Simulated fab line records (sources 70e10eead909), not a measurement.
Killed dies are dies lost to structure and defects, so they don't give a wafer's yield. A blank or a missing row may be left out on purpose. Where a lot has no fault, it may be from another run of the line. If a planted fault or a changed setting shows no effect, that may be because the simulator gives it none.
The tool behind it: which one? / flow nand_harc / 39 wafers from 13 lots sampled at 5 of the route's 1302 steps

WHAT EACH GAUGE READ, for each wafer
The record holds no reading of a measuring or inspecting step that can be judged against a usual standard deviation.

WHICH TOOL RAN EACH LOT (tool, then ch and the chambers of the sampled wafers, then the start)
lot=L499; NHARC_A_M1_ETCH_15=rie_diel-13 ch 0,3, day 23 08:01 or earlier; NHARC_A_M1_PVD_21=pvd_sputter-02, day 23 08:01 or earlier; NHARC_A_M1_ECD_22=ecd_cu-02 ch 0,1, day 23 08:01; NHARC_A_M1_CMP_23=cmp-04 ch 0,1,3, day 23 08:47; NHARC_A_M1_DEP_33=pecvd-04 ch 0,1,2, day 23 09:23
lot=L500; NHARC_A_M1_ETCH_15=rie_diel-13 ch 1,3, day 23 09:12 or earlier; NHARC_A_M1_PVD_21=pvd_sputter-03, day 23 09:12 or earlier; NHARC_A_M1_ECD_22=ecd_cu-01 ch 0,1, day 23 09:12; NHARC_A_M1_CMP_23=cmp-04 ch 1,2, day 23 09:58; NHARC_A_M1_DEP_33=pecvd-01 ch 0,1,2, day 23 10:35
lot=L502; NHARC_A_M1_ETCH_15=rie_diel-07 ch 0,3, day 24 02:04 or earlier; NHARC_A_M1_PVD_21=pvd_sputter-02, day 24 02:04 or earlier; NHARC_A_M1_ECD_22=ecd_cu-02 ch 0, day 24 02:04; NHARC_A_M1_CMP_23=cmp-02 ch 1,2,3, day 24 02:49; NHARC_A_M1_DEP_33=pecvd-04 ch 1,2, day 24 03:26
lot=L501; NHARC_A_M1_ETCH_15=rie_diel-07 ch 0,1,2, day 24 03:20 or earlier; NHARC_A_M1_PVD_21=pvd_sputter-02, day 24 03:20 or earlier; NHARC_A_M1_ECD_22=ecd_cu-01 ch 0,1, day 24 03:20; NHARC_A_M1_CMP_23=cmp-01 ch 0,1, day 24 03:59; NHARC_A_M1_DEP_33=pecvd-01 ch 1,2, day 24 04:35
lot=L509; NHARC_A_M1_ETCH_15=rie_diel-06 ch 1,2,3, day 27 15:55 or earlier; NHARC_A_M1_PVD_21=pvd_sputter-03, day 27 15:55 or earlier; NHARC_A_M1_ECD_22=ecd_cu-02 ch 0,1, day 27 15:55; NHARC_A_M1_CMP_23=cmp-01 ch 0,1,3, day 27 16:42; NHARC_A_M1_DEP_33=pecvd-01 ch 1,2, day 27 17:18
lot=L511; NHARC_A_M1_ETCH_15=rie_diel-13 ch 0,2,3, day 27 18:07 or earlier; NHARC_A_M1_PVD_21=pvd_sputter-03, day 27 18:07 or earlier; NHARC_A_M1_ECD_22=ecd_cu-01 ch 0,1, day 27 18:07; NHARC_A_M1_CMP_23=cmp-02 ch 1,2,3, day 27 18:49; NHARC_A_M1_DEP_33=pecvd-01 ch 0,1,2, day 27 19:25
lot=L513; NHARC_A_M1_ETCH_15=rie_diel-13 ch 0,2,3, day 28 20:08 or earlier; NHARC_A_M1_PVD_21=pvd_sputter-01, day 28 20:08 or earlier; NHARC_A_M1_ECD_22=ecd_cu-01 ch 0,1, day 28 20:08; NHARC_A_M1_CMP_23=cmp-02 ch 0,2,3, day 28 20:52; NHARC_A_M1_DEP_33=pecvd-04 ch 1,2, day 28 21:28
lot=L512; NHARC_A_M1_ETCH_15=rie_diel-06 ch 0,3, day 29 04:35 or earlier; NHARC_A_M1_PVD_21=pvd_sputter-03, day 29 04:35 or earlier; NHARC_A_M1_ECD_22=ecd_cu-01 ch 0,1, day 29 04:35; NHARC_A_M1_CMP_23=cmp-02 ch 0,2,3, day 29 05:19; NHARC_A_M1_DEP_33=pecvd-04 ch 0,1,2, day 29 05:58
lot=L517; NHARC_A_M1_ETCH_15=rie_diel-13 ch 0,1, day 31 02:39 or earlier; NHARC_A_M1_PVD_21=pvd_sputter-02, day 31 02:39 or earlier; NHARC_A_M1_ECD_22=ecd_cu-01 ch 0,1, day 31 02:39; NHARC_A_M1_CMP_23=cmp-02 ch 0,3, day 31 03:20; NHARC_A_M1_DEP_33=pecvd-02 ch 1,2, day 31 03:58
lot=L518; NHARC_A_M1_ETCH_15=rie_diel-06 ch 0,1,3, day 31 09:58 or earlier; NHARC_A_M1_PVD_21=pvd_sputter-01, day 31 09:58 or earlier; NHARC_A_M1_ECD_22=ecd_cu-01 ch 0,1, day 31 09:58; NHARC_A_M1_CMP_23=cmp-04 ch 0,2,3, day 31 10:44; NHARC_A_M1_DEP_33=pecvd-04 ch 0,1,2, day 31 11:18
lot=L520; NHARC_A_M1_ETCH_15=rie_diel-06 ch 0,1,3, day 31 18:25 or earlier; NHARC_A_M1_PVD_21=pvd_sputter-01, day 31 18:25 or earlier; NHARC_A_M1_ECD_22=ecd_cu-01 ch 0,1, day 31 18:25; NHARC_A_M1_CMP_23=cmp-04 ch 1,2,3, day 31 19:10; NHARC_A_M1_DEP_33=pecvd-01 ch 0,1,2, day 31 19:46
lot=L519; NHARC_A_M1_ETCH_15=rie_diel-13 ch 0,1, day 31 18:59 or earlier; NHARC_A_M1_PVD_21=pvd_sputter-03, day 31 18:59 or earlier; NHARC_A_M1_ECD_22=ecd_cu-02 ch 0, day 31 18:59; NHARC_A_M1_CMP_23=cmp-02 ch 0,1,3, day 31 19:45; NHARC_A_M1_DEP_33=pecvd-01 ch 0,1, day 31 20:22
lot=L521; NHARC_A_M1_ETCH_15=rie_diel-06 ch 0,2, day 32 16:04 or earlier; NHARC_A_M1_PVD_21=pvd_sputter-02, day 32 16:04 or earlier; NHARC_A_M1_ECD_22=ecd_cu-01 ch 0,1, day 32 16:04; NHARC_A_M1_CMP_23=cmp-01 ch 1,2, day 32 16:49; NHARC_A_M1_DEP_33=pecvd-01 ch 1,2, day 32 17:27
- NHARC_A_M1_ETCH_15: etches the open film in C4F8/Ar, target depth 182.5 nm, time 91.2 s.
- NHARC_A_M1_PVD_21: deposits Cu, target thk 30 nm, time 20.49 s.
- NHARC_A_M1_ECD_22: material Cu, target thk 400 nm.
- NHARC_A_M1_CMP_23: polishes, t overpolish 20 s, target thk 154.34 nm.
- NHARC_A_M1_DEP_33: deposits SiCN, target thk 30 nm.

WHAT THE TOOLS THEMSELVES READ (means of the sampled wafers that have a number; where no wafer has one, the mark that the record gives instead)
NHARC_A_M1_ETCH_15.
lot=L499; tool=rie_diel-13; oes_product_au (a.u.)=0.972; rf_vpp_V (V)=440.3
lot=L500; tool=rie_diel-13; oes_product_au (a.u.)=0.969; rf_vpp_V (V)=441.1
lot=L502; tool=rie_diel-07; oes_product_au (a.u.)=0.944; rf_vpp_V (V)=441.9
lot=L501; tool=rie_diel-07; oes_product_au (a.u.)=0.916; rf_vpp_V (V)=439.7
lot=L509; tool=rie_diel-06; oes_product_au (a.u.)=0.972; rf_vpp_V (V)=441.6
lot=L511; tool=rie_diel-13; oes_product_au (a.u.)=0.920; rf_vpp_V (V)=442.0
lot=L513; tool=rie_diel-13; oes_product_au (a.u.)=0.971; rf_vpp_V (V)=441.1
lot=L512; tool=rie_diel-06; oes_product_au (a.u.)=0.981; rf_vpp_V (V)=438.6
lot=L517; tool=rie_diel-13; oes_product_au (a.u.)=0.957; rf_vpp_V (V)=440.3
lot=L518; tool=rie_diel-06; oes_product_au (a.u.)=0.970; rf_vpp_V (V)=440.1
lot=L520; tool=rie_diel-06; oes_product_au (a.u.)=0.969; rf_vpp_V (V)=440.2
lot=L519; tool=rie_diel-13; oes_product_au (a.u.)=0.944; rf_vpp_V (V)=439.8
lot=L521; tool=rie_diel-06; oes_product_au (a.u.)=0.959; rf_vpp_V (V)=442.5

NHARC_A_M1_PVD_21.
lot=L499; tool=pvd_sputter-02; throttle_valve_pct (%)=29.8
lot=L500; tool=pvd_sputter-03; throttle_valve_pct (%)=29.6
lot=L502; tool=pvd_sputter-02; throttle_valve_pct (%)=29.8
lot=L501; tool=pvd_sputter-02; throttle_valve_pct (%)=29.7
lot=L509; tool=pvd_sputter-03; throttle_valve_pct (%)=29.4
lot=L511; tool=pvd_sputter-03; throttle_valve_pct (%)=28.9
lot=L513; tool=pvd_sputter-01; throttle_valve_pct (%)=29.9
lot=L512; tool=pvd_sputter-03; throttle_valve_pct (%)=28.2
lot=L517; tool=pvd_sputter-02; throttle_valve_pct (%)=29.9
lot=L518; tool=pvd_sputter-01; throttle_valve_pct (%)=29.7
lot=L520; tool=pvd_sputter-01; throttle_valve_pct (%)=30.2
lot=L519; tool=pvd_sputter-03; throttle_valve_pct (%)=29.3
lot=L521; tool=pvd_sputter-02; throttle_valve_pct (%)=29.9

NHARC_A_M1_CMP_23.
lot=L499; tool=cmp-04; motor_current_A (A)=12.9; time_to_endpoint_s (s)=22
lot=L500; tool=cmp-04; motor_current_A (A)=12.8; time_to_endpoint_s (s)=21
lot=L502; tool=cmp-02; motor_current_A (A)=11.6; time_to_endpoint_s (s)=30
lot=L501; tool=cmp-01; motor_current_A (A)=13.0; time_to_endpoint_s (s)=28
lot=L509; tool=cmp-01; motor_current_A (A)=12.3; time_to_endpoint_s (s)=24
lot=L511; tool=cmp-02; motor_current_A (A)=11.9; time_to_endpoint_s (s)=26
lot=L513; tool=cmp-02; motor_current_A (A)=11.6; time_to_endpoint_s (s)=30
lot=L512; tool=cmp-02; motor_current_A (A)=11.1; time_to_endpoint_s (s)=31
lot=L517; tool=cmp-02; motor_current_A (A)=10.7; time_to_endpoint_s (s)=29
lot=L518; tool=cmp-04; motor_current_A (A)=12.7; time_to_endpoint_s (s)=28
lot=L520; tool=cmp-04; motor_current_A (A)=12.5; time_to_endpoint_s (s)=29
lot=L519; tool=cmp-02; motor_current_A (A)=11.2; time_to_endpoint_s (s)=30
lot=L521; tool=cmp-01; motor_current_A (A)=13.1; time_to_endpoint_s (s)=29

NHARC_A_M1_DEP_33.
lot=L499; tool=pecvd-04; heater_power_w (W)=605
lot=L500; tool=pecvd-01; heater_power_w (W)=513
lot=L502; tool=pecvd-04; heater_power_w (W)=617
lot=L501; tool=pecvd-01; heater_power_w (W)=558
lot=L509; tool=pecvd-01; heater_power_w (W)=546
lot=L511; tool=pecvd-01; heater_power_w (W)=542
lot=L513; tool=pecvd-04; heater_power_w (W)=590
lot=L512; tool=pecvd-04; heater_power_w (W)=601
lot=L517; tool=pecvd-02; heater_power_w (W)=560
lot=L518; tool=pecvd-04; heater_power_w (W)=563
lot=L520; tool=pecvd-01; heater_power_w (W)=575
lot=L519; tool=pecvd-01; heater_power_w (W)=535
lot=L521; tool=pecvd-01; heater_power_w (W)=608

THE ANSWER, worked out from the rows above alone
Rule: usual is defined by the lots themselves. Put in order of their means at a reading, lots are off if they are a third of the lots or fewer, leave a main group of 4 or more, and stand apart from it by a gap of 3 or more times the standard deviation of the main group's means; of several such gaps the widest counts. If all means in a main group match to the digits the tables above print for the reading, that group is not used. Also off: a lot with no number at a reading for which 4 or more lots have one. All remaining lots with rows at the step are treated as sound. The gauges are gone through in route order, then the tools' own readings, and for those a lot's mean is taken as printed above. The first step at which some lot is off is used, and at that step the reading that is off furthest; a lot without a number counts as furthest.
Nothing can be told from this: no lot is off at any reading shown.

WHAT THE SIMULATOR PUT IN
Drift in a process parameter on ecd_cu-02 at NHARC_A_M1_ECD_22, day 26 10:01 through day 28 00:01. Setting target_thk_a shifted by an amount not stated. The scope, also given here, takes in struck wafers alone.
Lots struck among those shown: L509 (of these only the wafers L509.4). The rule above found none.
